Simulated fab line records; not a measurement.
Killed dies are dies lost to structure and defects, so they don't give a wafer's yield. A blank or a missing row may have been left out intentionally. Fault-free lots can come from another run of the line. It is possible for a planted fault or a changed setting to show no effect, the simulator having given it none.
Chamber matching :: flow n5Finfet :: rieDiel-04 running N5_BEOL_M7_ETCH_62: 4 sister chambers
The step etches SOC in N2/H2, target depth 110 nm, overetch 22 nm, time 165 s. 24 wafers are shown with their chamber, then 12 later ones without.

EACH WAFER AND ITS CHAMBER
wafer: L078.2
chamber: 2
showerheadPlenumPTorr (Torr): 2.65
drypumpMotorCurrentA (A): 5.3
rfVppV (V): 525.9

wafer: L078.3
chamber: 3
showerheadPlenumPTorr (Torr): 2.50
drypumpMotorCurrentA (A): 5.6
rfVppV (V): 523.7

wafer: L078.6
chamber: 3
showerheadPlenumPTorr (Torr): 2.50
drypumpMotorCurrentA (A): 5.6
rfVppV (V): 522.0

wafer: L079.1
chamber: 3
showerheadPlenumPTorr (Torr): 2.50
drypumpMotorCurrentA (A): 5.6
rfVppV (V): 523.3

wafer: L079.4
chamber: 2
showerheadPlenumPTorr (Torr): 2.65
drypumpMotorCurrentA (A): 5.3
rfVppV (V): 525.9

wafer: L079.6
chamber: 0
showerheadPlenumPTorr (Torr): 2.49
drypumpMotorCurrentA (A): 5.8
rfVppV (V): 522.6

wafer: L080.2
chamber: 3
showerheadPlenumPTorr (Torr): 2.50
drypumpMotorCurrentA (A): 5.6
rfVppV (V): 522.7

wafer: L080.4
chamber: 0
showerheadPlenumPTorr (Torr): 2.49
drypumpMotorCurrentA (A): 5.8
rfVppV (V): 523.0

wafer: L080.5
chamber: 1
showerheadPlenumPTorr (Torr): 2.72
drypumpMotorCurrentA (A): 6.3
rfVppV (V): 530.8

wafer: L081.1
chamber: 0
showerheadPlenumPTorr (Torr): 2.49
drypumpMotorCurrentA (A): 5.8
rfVppV (V): 520.7

wafer: L081.2
chamber: 1
showerheadPlenumPTorr (Torr): 2.72
drypumpMotorCurrentA (A): 6.3
rfVppV (V): 530.6

wafer: L081.6
chamber: 2
showerheadPlenumPTorr (Torr): 2.65
drypumpMotorCurrentA (A): 5.3
rfVppV (V): 525.8

wafer: L085.1
chamber: 0
showerheadPlenumPTorr (Torr): 2.49
drypumpMotorCurrentA (A): 5.8
rfVppV (V): 520.2

wafer: L085.4
chamber: 0
showerheadPlenumPTorr (Torr): 2.49
drypumpMotorCurrentA (A): 5.8
rfVppV (V): 523.2

wafer: L085.6
chamber: 2
showerheadPlenumPTorr (Torr): 2.64
drypumpMotorCurrentA (A): 5.2
rfVppV (V): 526.6

wafer: L087.1
chamber: 0
showerheadPlenumPTorr (Torr): 2.49
drypumpMotorCurrentA (A): 5.8
rfVppV (V): 521.8

wafer: L087.2
chamber: 1
showerheadPlenumPTorr (Torr): 2.72
drypumpMotorCurrentA (A): 6.3
rfVppV (V): 529.6

wafer: L087.5
chamber: 2
showerheadPlenumPTorr (Torr): 2.64
drypumpMotorCurrentA (A): 5.2
rfVppV (V): 525.6

wafer: L076.3
chamber: 3
showerheadPlenumPTorr (Torr): 2.50
drypumpMotorCurrentA (A): 5.6
rfVppV (V): 522.7

wafer: L076.4
chamber: 1
showerheadPlenumPTorr (Torr): 2.71
drypumpMotorCurrentA (A): 6.3
rfVppV (V): 527.6

wafer: L076.6
chamber: 2
showerheadPlenumPTorr (Torr): 2.64
drypumpMotorCurrentA (A): 5.2
rfVppV (V): 525.7

wafer: L091.2
chamber: 3
showerheadPlenumPTorr (Torr): 2.49
drypumpMotorCurrentA (A): 5.7
rfVppV (V): 524.0

wafer: L091.5
chamber: 3
showerheadPlenumPTorr (Torr): 2.49
drypumpMotorCurrentA (A): 5.7
rfVppV (V): 521.9

wafer: L091.6
chamber: 0
showerheadPlenumPTorr (Torr): 2.48
drypumpMotorCurrentA (A): 5.8
rfVppV (V): 523.1

SIGNATURES, as means of the wafers listed above
reading: showerheadPlenumPTorr
chamber 0: 2.4886
chamber 1: 2.7175
chamber 2: 2.6450
chamber 3: 2.4971
scatter within a chamber: 0.00476

reading: drypumpMotorCurrentA
chamber 0: 5.800
chamber 1: 6.300
chamber 2: 5.250
chamber 3: 5.629
scatter within a chamber: 0.0383

reading: rfVppV
chamber 0: 522.086
chamber 1: 529.650
chamber 2: 525.917
chamber 3: 522.900
scatter within a chamber: 0.997
Rule: a wafer's distance from a chamber is the root of the sum, over the readings, of the square of ((its reading less the chamber's mean) divided by the reading's scatter). If the next closest chamber is less than 2 further off than the closest, the wafer can't be placed; otherwise it belongs to the closest. The scatter: take each reading less its chamber's mean, square it, sum over the shown wafers, divide by the number of wafers less the number of chambers, and take the root.

WAFERS WHOSE CHAMBER IS MISSING
wafer: L088.2
showerheadPlenumPTorr (Torr): 2.49
drypumpMotorCurrentA (A): 5.7
rfVppV (V): 522.3

wafer: L088.3
showerheadPlenumPTorr (Torr): 2.48
drypumpMotorCurrentA (A): 5.8
rfVppV (V): 522.1

wafer: L088.6
showerheadPlenumPTorr (Torr): 2.64
drypumpMotorCurrentA (A): 5.3
rfVppV (V): 526.4

wafer: L092.1
showerheadPlenumPTorr (Torr): 2.49
drypumpMotorCurrentA (A): 5.6
rfVppV (V): 522.2

wafer: L092.2
showerheadPlenumPTorr (Torr): 2.64
drypumpMotorCurrentA (A): 5.2
rfVppV (V): 525.0

wafer: L092.4
showerheadPlenumPTorr (Torr): 2.48
drypumpMotorCurrentA (A): 5.8
rfVppV (V): 522.1

wafer: L094.1
showerheadPlenumPTorr (Torr): 2.64
drypumpMotorCurrentA (A): 5.2
rfVppV (V): 527.0

wafer: L094.3
showerheadPlenumPTorr (Torr): 2.48
drypumpMotorCurrentA (A): 5.8
rfVppV (V): 522.6

wafer: L094.4
showerheadPlenumPTorr (Torr): 2.71
drypumpMotorCurrentA (A): 6.3
rfVppV (V): 527.9

wafer: L097.1
showerheadPlenumPTorr (Torr): 2.64
drypumpMotorCurrentA (A): 5.2
rfVppV (V): 526.1

wafer: L097.5
showerheadPlenumPTorr (Torr): 2.49
drypumpMotorCurrentA (A): 5.7
rfVppV (V): 523.6

wafer: L097.6
showerheadPlenumPTorr (Torr): 2.48
drypumpMotorCurrentA (A): 5.8
rfVppV (V): 521.9

WHICH CHAMBER EACH WENT THROUGH
wafer: L088.2
from the rows above: can't be placed: 3 or 0
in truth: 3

wafer: L088.3
from the rows above: 0
in truth: 0

wafer: L088.6
from the rows above: 2
in truth: 2

wafer: L092.1
from the rows above: 3
in truth: 3

wafer: L092.2
from the rows above: 2
in truth: 2

wafer: L092.4
from the rows above: 0
in truth: 0

wafer: L094.1
from the rows above: 2
in truth: 2

wafer: L094.3
from the rows above: 0
in truth: 0

wafer: L094.4
from the rows above: 1
in truth: 1

wafer: L097.1
from the rows above: 2
in truth: 2

wafer: L097.5
from the rows above: can't be placed: 3 or 0
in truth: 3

wafer: L097.6
from the rows above: 0
in truth: 0
10 of 12 placed correctly. Cannot be placed on the basis of these rows: 2; the candidates contain the true chamber in 2. Placed wrongly: 0.
